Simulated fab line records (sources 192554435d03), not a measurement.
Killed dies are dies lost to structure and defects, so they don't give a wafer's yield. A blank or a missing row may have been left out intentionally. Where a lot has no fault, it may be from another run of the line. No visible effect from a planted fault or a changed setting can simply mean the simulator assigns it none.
Problem report in the 8D (eight disciplines) form, filled by code ; flow n5 finfet ; the parts of the form that need people (team, actions taken, sign-off) are left out

1. WHAT WENT WRONG
killed_at_M4_up at N5_PASSIVATION_PROBE_49 reads a mean of 86 on 2 wafers of 2 lots; wafers without a fault read 13 with a standard deviation of 4.6. Relative to the usual mean, that is a shift of +16 standard deviations.
First observed at day 14 20:41: wafer L106.1, on prober-02. The record holds 20 wafers of 7 lots with a number at this step. The rule behind "out" and "out of limits": a value lying over 4 standard deviations away from the usual mean. Any other wafer with a number is counted as sound.

2. WHAT IT IS AND WHAT IT IS NOT
question;is;is not
which readings at this step;killed_at_M4_up, killed on rim;killed_at_M0_to_M3, killed at contacts, killed at front end, killed at other, killed open, killed short, sort_bin_4_leakage, sort_bin_8_speed
which lots;L106, L113;L105, L108, L109, L112, L998
which wafers of those lots;L106.1, L113.5;L106.4, L106.5, L113.2, L113.3
read on which tools;prober-02;prober-01
when;from day 14 20:41;"up to then (8 sound wafers); but 10 sound wafers of L106, L109, L112, L113 came after"

3. SUSPECTS, AND WHAT RULES EACH OUT
Counting: any tool at a process step up to the reading remains a suspect provided it ran every lot that is out. Sound lots after the first of them don't rule it out here, since some wafers of a struck lot are sound.
- pvd sputter-02 at N5_BEOL_M9_SPUTTER_48 (material Cu, target thk 12 nm, time 2 s): kept. Every lot that is out went through it, the first being L106 (day 12 10:59); the last sound lot it ran before that was L108 (day 12 07:05).
- prober-02 at N5_PASSIVATION_PROBE_49: kept. It ran every lot that is out, first L106 (day 14 20:41). Its own killed_at_M4_up, killed on rim readings are out on those wafers.
Left after counting: pvd sputter-02 at N5_BEOL_M9_SPUTTER_48, prober-02 at N5_PASSIVATION_PROBE_49.

4. THE CAUSE (what the simulator had put in)
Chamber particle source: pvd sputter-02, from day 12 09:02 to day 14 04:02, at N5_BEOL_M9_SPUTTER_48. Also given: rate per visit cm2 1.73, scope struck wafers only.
Counting left 2 suspects, and this tool is among them.

5. THE EFFECT CHAIN, in route order
Rows list readings where the struck wafers' mean (over those with a number) sits beyond 3 standard deviations from the usual. Only readings whose record carries a usual standard deviation are examined. hours: median over the lots of the time between each lot's start at the first step of this table that gives one and its start at this step. sigmas: the change, counted in usual standard deviations.
hours;step;reading;usual;on struck wafers;change;sigmas
0;N5_PASSIVATION_PROBE_49;defect limited yield;91.4 %;85.2;-6.2;-4.5
0;N5_PASSIVATION_PROBE_49;killed_at_M4_up;13;86;+74;+16
0;N5_PASSIVATION_PROBE_49;killed dies;102;175;+73;+4.6
0;N5_PASSIVATION_PROBE_49;killed on rim;13;34;+20;+4.9
0;N5_PASSIVATION_PROBE_49;sort_bin_5_function;5.1 %;8.0;+2.9;+3.3
0;N5_PASSIVATION_PROBE_49;sort n pass;1078;1005;-73;-4.6
Its process steps:
- N5_PASSIVATION_PROBE_49

6. HOW IT WOULD HAVE BEEN CAUGHT EARLIER
First out-of-limits reading in this record: day 14 20:41, which is 60 hours after fault onset at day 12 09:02.
An alarm limit of 4 standard deviations would not have fired on the tool readings at N5_BEOL_M9_SPUTTER_48 for which the record gives a usual standard deviation, since none of them was out on any struck wafer.
Each of the lots that are out, 2 in all, had begun N5_BEOL_M9_SPUTTER_48 on pvd sputter-02 no later than day 14 20:41. A hold on the tool at that time would have spared none of them.
